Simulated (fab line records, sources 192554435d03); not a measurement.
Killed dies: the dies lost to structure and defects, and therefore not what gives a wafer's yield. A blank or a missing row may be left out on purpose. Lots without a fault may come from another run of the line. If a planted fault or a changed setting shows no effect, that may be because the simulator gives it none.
Chamber matching | flow n5_finfet | rie_diel-03 running N5_BEOL_M4_STRIP_36: 4 sister chambers
The step strips in N2/H2. 8 wafers are shown with their chamber, then 10 later ones without.

## WAFERS, EACH WITH ITS CHAMBER
wafer  | chamber | drypump_motor_current_A (A) | showerhead_plenum_p_Torr (Torr)
L079.4 | 0       | 6.1                         | 2.44
L081.3 | 0       | 6.1                         | 2.44
L081.5 | 2       | 6.3                         | 2.44
L082.1 | 1       | 5.3                         | 2.60
L082.2 | 3       | 5.6                         | 2.48
L082.5 | 2       | 6.2                         | 2.44
L087.1 | 1       | 5.3                         | 2.59
L087.5 | 3       | 5.6                         | 2.47

## WAFERS WITHOUT THEIR CHAMBER
wafer  | drypump_motor_current_A (A) | showerhead_plenum_p_Torr (Torr)
L087.6 | 6.2                         | 2.43
L089.2 | 6.1                         | 2.43
L089.5 | 5.6                         | 2.47
L089.6 | 6.1                         | 2.43
L091.1 | 5.6                         | 2.47
L091.2 | 5.3                         | 2.59
L091.6 | 6.2                         | 2.43
L095.1 | 5.3                         | 2.58
L095.2 | 6.1                         | 2.43
L095.6 | 5.3                         | 2.58

## EACH ONE'S CHAMBER
wafer  | from the rows above     | in truth
L087.6 | can't be placed: 2 or 0 | 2
L089.2 | 0                       | 0
L089.5 | 3                       | 3
L089.6 | 0                       | 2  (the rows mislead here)
L091.1 | 3                       | 3
L091.2 | 1                       | 1
L091.6 | can't be placed: 2 or 0 | 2
L095.1 | 1                       | 1
L095.2 | 0                       | 0
L095.6 | 1                       | 1
7 of 10 placed correctly. From these rows, 2 cannot be placed; in 2 the true chamber is one of the candidates. Wrongly placed: 1.
How it was worked out, from the rows above alone: a wafer's distance from a chamber is the root of the sum, over the readings, of the square of ((its reading less the chamber's mean) divided by the reading's scatter). If the next closest chamber is less than 2 further off than the closest, the wafer can't be placed; otherwise it belongs to the closest. The mean given for a chamber averages the wafers shown for that chamber. The scatter is the square root of a quotient: the sum, over the shown wafers, of each reading's squared deviation from its chamber's mean, divided by wafers minus chambers.
